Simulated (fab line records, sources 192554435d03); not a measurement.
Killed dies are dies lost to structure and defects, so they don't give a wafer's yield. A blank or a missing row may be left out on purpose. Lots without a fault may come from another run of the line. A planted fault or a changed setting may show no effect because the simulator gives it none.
fab line records | flow n5_finfet
record lots=4 wafers=12 last_day=16
route steps=1938 shown BEOL_M4@1100 BEOL_M5@1112
lots that met no fault: from a run of the same line without faults
start_h: hours from the record's first day to the start of the lot's first wafer shown | wait_h: hours since the lot's step before | " the same as in the row above | L1.1+2: a row that stands for several wafers | - no value, or no start given | * or withheld: withheld | < > ~ a bound
route shown NAME@n: a module of which the file shows steps, and the number in the route of the first | usual: mean/standard deviation of fault-free wafers | same: alike in all rows | chamber/n: place in a boat | sites: the reading at each site | _std_site: their standard deviation | _edge_site: outer sites' mean less inner sites' | radius_mm: how far each site lies from the wafer's centre | mask NAME#n: copy n | behind: the tool/chamber that last shaped the wafer | hold: why the lot was held/for how many hours/how that ended | device: the transistor (n, p or np) that didn't switch | end of line: the same wafers' tests at the end of the route | a step without rows: its recipe alone | killed: dies lost to structure and defects at the first sort, not the wafer's yield | map: a wafer's dies, x killed, . not, _ none there
set.NAME: the setting as run; set.NAME@STEP: as run at that earlier step | model.NAME: the simulator's own value behind a step, which no gauge read
lots at some steps of the route; a table a step, a row a wafer
services: from which hour (start_h, from the record's first day; less than 0 if before it) a tool's chamber was out of use, for how many hours, and why
## steps
# step N5_BEOL_M4_SPUTTER_96
# recipe material=Cu target_thk_a=45 temp_c=-20 chamber_pressure_pa=0.07 power_w=withheld time_s=8.29
# step N5_BEOL_M4_ECD_50
# recipe material=Cu target_thk_a=3000
# step N5_BEOL_M4_ANNEAL_51
# recipe temp_c=225 time_s=90 ambient=N2
# step N5_BEOL_M4_CMP_52
# recipe stop_on=SiOC t_overpolish_s=6.8 down_force_psi=1 platen_rpm=50 clearing_platen_down_force_psi=1.5 clearing_platen_rpm=50 post_cmp_clean=cu_alkaline target_thk_nm=40 clearing_platen_pad_velocity_m_s=0.99484 pad_velocity_m_s=0.99484
# step N5_BEOL_M4_PRE_CLEAN_60
# recipe gas=NH3/H2 time_s=15 temp_c=* rf_power_w=300
# step N5_BEOL_M4_CO_CAP_55
# recipe material=Co target_thk_a=20 temp_c=200 precursor=CCTBA/H2 pressure_torr=30 time_s=102.1
# step N5_BEOL_M4_PRE_CLEAN_56
# recipe gas=NH3 time_s=15 temp_c=withheld rf_power_w=300
# step N5_BEOL_M4_DEP_57
# recipe material=SiCN target_thk_a=80 temp_c=withheld precursor=3MS/NH3 pressure_torr=3 rf_w=202 time_s=14
# step N5_BEOL_M5_ILD_DEP_00
# recipe material=SiCOH_lowk target_thk_a=1406.4 temp_c=300 precursor=DEMS/porogen pressure_torr=5 rf_w=500 time_s=25.9
# usual heater_power_w=300/30 showerhead_plenum_p_Torr=5.740/0.015 susceptor_temp_C=299.99/0.18 throttle_valve_pct=14.0/0.9
# columns lot.wafer tool chamber start_h wait_h heater_power_w showerhead_plenum_p_Torr since_wet_clean_h susceptor_temp_C throttle_valve_pct model.SiCOH_lowk_of_BEOL_M5_ILD_DEP_00.thk_nm
L938.3 pecvd-02 2 197.54 0.5 338 5.736 147 299.92 12.9 140.6
L938.4 " 1 " " 300 5.743 - 300.13 14.7 143.4
L938.5 " 2 " " 347 5.737 - 299.87 13.2 143.2
L947.2 pecvd-02 1 256.20 0.7 291 5.735 1685 299.84 14.3 142.2
L947.3 " 2 " " 303 5.757 206 307.57 13.3 135.4
L947.5 " 2 " " 310 5.751 - 307.44 13.4 138
L950.2 pecvd-02 0 269.66 0.7 302 5.754 974 299.88 15.8 140.4
L950.4 " 0 " " 304 5.757 - 299.93 15.6 141.6
L950.5 " 2 " " 368 5.725 - 307.85 13.4 137.6
L953.2 pecvd-03 0 279.68 0.7 285 5.751 1346 299.97 13.5 139.8
L953.3 " 1 " " 317 5.749 2071 299.94 13.9 139.4
L953.4 " 2 " " 290 5.733 - 299.93 13.2 141.6
# step N5_BEOL_M5_CURE_79
# recipe temp_c=385 time_s=240 ambient=He/Ar material=SiCOH_lowk
# step N5_BEOL_M5_THK_MEAS_01
# recipe reads=SiCOH_lowk_of_BEOL_M5_ILD_DEP_00
# usual M5_ILD_THK=121.7/1.3
# columns lot.wafer tool chamber start_h wait_h M5_ILD_THK[nm]
L938.3 film_metro-02 - 198.11 0.3 121.0
L938.4 " - " " 123.6
L938.5 " - " " 123.2
L947.2 film_metro-01 - 257.05 0.4 122.3
L947.3 " - " " 116.4
L947.5 " - " " 118.6
L950.2 film_metro-01 - 270.24 0.4 120.6
L950.4 " - " " 121.9
L950.5 " - " " 118.2
L953.2 film_metro-02 - 280.73 0.7 120.2
L953.3 " - " " 119.8
L953.4 " - " " 122.0
# step N5_BEOL_M5_PECVD_70
# recipe material=SiO2 target_thk_a=160 temp_c=400 precursor=TEOS/O2 pressure_torr=5.5 rf_w=450 teos_flow_sccm=53.8 gas=O2 flow_sccm=3000 time_s=18
# step N5_BEOL_M5_HM_DEP_02
# recipe material=TiN target_thk_a=200 temp_c=25 chamber_pressure_pa=0.49996
# step N5_BEOL_M5_COAT_59
# recipe resist=SOC temp_c=250 time_s=60 spin_rpm=1500 resist_thk_nm=60
# step N5_BEOL_M5_COAT_60
# recipe resist=SiARC temp_c=220 time_s=60 spin_rpm=1500 resist_thk_nm=12
# step N5_BEOL_M5_COAT_71
# recipe resist=underlayer temp_c=205 time_s=60 spin_rpm=1500 resist_thk_nm=5
# step N5_BEOL_M5_COAT_05
# recipe resist=CAR-EUV spin_rpm=1500 resist_thk_nm=30
# step N5_BEOL_M5_EBR_07
# recipe solvent=PGMEA ebr_width_mm=1.5
# step N5_BEOL_M5_SOFTBAKE_06
# recipe temp_c=110 time_s=60 resist=CAR-EUV
# step N5_BEOL_M5_EXPOSE_08
# recipe mask_id=M5 na=0.33 source_shape=annular sigma_inner=0.4 sigma_outer=0.8 polarization=unpolarized target_cd_nm=28 dose_mj=35.75
# step N5_BEOL_M5_PEB_09
# recipe peb_temp_c=100 peb_time_s=60 resist=CAR-EUV
# step N5_BEOL_M5_DEVELOP_10
# recipe develop_time_s=30 developer=TMAH resist=CAR-EUV rinse_liquid=surfactant_rinse dry=air_spin dev_temp_c=23
# step N5_BEOL_M5_DESCUM_16
# recipe chemistry=O2 time_s=7 source_power_w=50 bias_power_w=20 pressure_mtorr=20 rf_frequency_hz=2.712e+07 temp_c=40 resist=CAR-EUV o2_flow_sccm=225
# step N5_BEOL_M5_ETCH_72
# recipe chemistry=N2/H2 target=underlayer target_depth_a=65 mask_material=CAR-EUV time_s=5.2 ion_energy_ev=200 pressure_mtorr=30 source_w=840 bias_w=150 n2_flow_sccm=200 h2_flow_sccm=200 ends=cleared
# step N5_BEOL_M5_ETCH_61
# recipe chemistry=CF4 target=SiARC target_depth_a=156 mask_material=CAR-EUV time_s=26 ion_energy_ev=80 pressure_mtorr=40 source_w=545 bias_w=36 Ar_flow_sccm=100 cf4_flow_sccm=100 ends=cleared
# step N5_BEOL_M5_ETCH_62
# recipe chemistry=N2/H2 target=SOC target_depth_a=750 overetch_a=150 mask_material=SiARC temp_c=40 time_s=112.5 ion_energy_ev=200 pressure_mtorr=30 source_w=840 bias_w=150 n2_flow_sccm=200 h2_flow_sccm=200
# step N5_BEOL_M5_STRIP_63
# recipe chemistry=N2/H2 temp_c=40 n2_flow_sccm=200 h2_flow_sccm=200 rf_frequency_hz=6e+07
# step N5_BEOL_M5_STRIP_73
# recipe chemistry=N2/H2 temp_c=40 n2_flow_sccm=200 h2_flow_sccm=200 rf_frequency_hz=6e+07
# step N5_BEOL_M5_STRIP_64
# recipe chemistry=CF4 resist=SiARC power_w=300 bias_power_w=75 pressure_mtorr=50 cf4_flow_sccm=150 rf_frequency_hz=6e+07
# step N5_BEOL_M5_HM_OPEN_17
# recipe chemistry=Cl2/BCl3 target_depth_a=200 overetch_a=60 target=TiN mask_material=SOC ion_energy_ev=150 pressure_mtorr=10 icp_w=1000 bias_w=126 Cl2_flow_sccm=53.25 bcl3_flow_sccm=21.75 Ar_flow_sccm=25
# step N5_BEOL_M5_STRIP_19
# recipe chemistry=O2 power_w=400 temp_c=40 pressure_mtorr=30 rf_frequency_hz=6e+07 bias_power_w=0 overash_fraction=0.2 o2_flow_sccm=225
# step N5_BEOL_M5_COAT_65
# recipe resist=SOC temp_c=250 time_s=60 spin_rpm=1500 resist_thk_nm=60
# step N5_BEOL_M5_COAT_66
# recipe resist=SiARC temp_c=220 time_s=60 spin_rpm=1500 resist_thk_nm=12
# step N5_BEOL_M5_COAT_74
# recipe resist=underlayer temp_c=205 time_s=60 spin_rpm=1500 resist_thk_nm=5
# step N5_BEOL_M5_CMP_52
# recipe stop_on=SiCOH_lowk t_overpolish_s=6.9 down_force_psi=1 platen_rpm=50 clearing_platen_down_force_psi=1.5 clearing_platen_rpm=50 post_cmp_clean=cu_alkaline target_thk_nm=62 clearing_platen_pad_velocity_m_s=0.99484 pad_velocity_m_s=0.99484
# usual barrier_field_endpoint_s=24.7/0.6 motor_current_A=6.4/0.67 overpolish_run_s=6.900/0.0095 platen_rpm=49.99/0.035 time_to_endpoint_s=63.3/2.8
# columns lot.wafer tool chamber start_h wait_h barrier_field_endpoint_s motor_current_A overpolish_run_s platen_rpm time_to_endpoint_s model.SiCOH_lowk_of_BEOL_M5_ILD_DEP_00.thk_nm
L938.3 cmp-01 2 206.38 0.2 24.4 6.4 6.900 49.96 61.0 118
L938.4 " 0 " " 25.1 6.9 6.899 49.96 63.5 120.4
L938.5 " 2 " " 25.1 6.2 6.909 49.96 61.4 120.2
L947.3 cmp-03 3 267.67 0.2 24.7 6.6 6.879 49.93 63.7 113.4
L947.2 " 0 " " 25.1 6.2 6.895 50.01 65.9 119.2
L947.5 " 1 " " 25.1 5.9 6.911 50.04 62.9 115.6
L950.2 cmp-03 1 281.56 0.2 25.9 6.2 6.903 50.04 66.2 117.8
L950.4 " 0 " " 25.3 5.9 6.915 49.95 67.7 118.8
L950.5 " 2 " " 25.5 5.9 6.902 50.00 63.5 115.2
L953.4 cmp-02 3 290.73 0.1 25.0 6.0 6.893 50.00 62.5 118.8
L953.2 " 0 " " 24.6 6.5 6.892 49.96 60.2 117.2
L953.3 " 1 " " 23.8 6.0 6.912 49.94 58.3 117
## services
# columns tool chamber start_h hours kind
cmp-03 - 175.11 3.4 pm
pecvd-03 2 190.05 6.5 repair
cmp-03 - 195.42 1.8 repair
cmp-02 - 227.66 5.5 pm
cmp-01 - 227.77 4.0 pm
pecvd-03 0 231.60 8.4 repair
cmp-01 - 231.77 - consumable_replace:conditioner
cmp-01 - 231.77 - consumable_replace:pad
cmp-03 - 238.32 4.0 pm
cmp-03 - 242.32 - consumable_replace:conditioner
cmp-03 - 242.32 - consumable_replace:pad
cmp-01 - 250.96 2.1 repair
pecvd-02 - 256.77 4.3 pm
pecvd-02 0 272.77 6.2 repair
cmp-01 - 284.67 1.1 repair
## key
first_sign step=N5_BEOL_M5_ILD_DEP_00 reading=susceptor_temp_C direction=up sigmas=43 usual=* struck=*
effect step=N5_BEOL_M5_THK_MEAS_01 reading=M5_ILD_THK direction=down sigmas=2.9 usual=121.7 struck=117.8
model_effect step=N5_BEOL_M5_ILD_DEP_00 value=SiCOH_lowk_of_BEOL_M5_ILD_DEP_00.thk_nm without=142.6 struck=137
model_effect step=N5_BEOL_M5_CMP_52 value=SiCOH_lowk_of_BEOL_M5_ILD_DEP_00.thk_nm without=119.8 struck=114.7
met_at N5_BEOL_M5_ILD_DEP_00
struck_wafers L947.3,L947.5,L950.5
onset_between 197.54 256.20
fault kind=process_parameter_drift tool=pecvd-02 chamber=2 onset_h=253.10 steps=N5_BEOL_M5_ILD_DEP_00 channel=temp_c offset=* shape=step end_h=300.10 acts_in=* stated=*
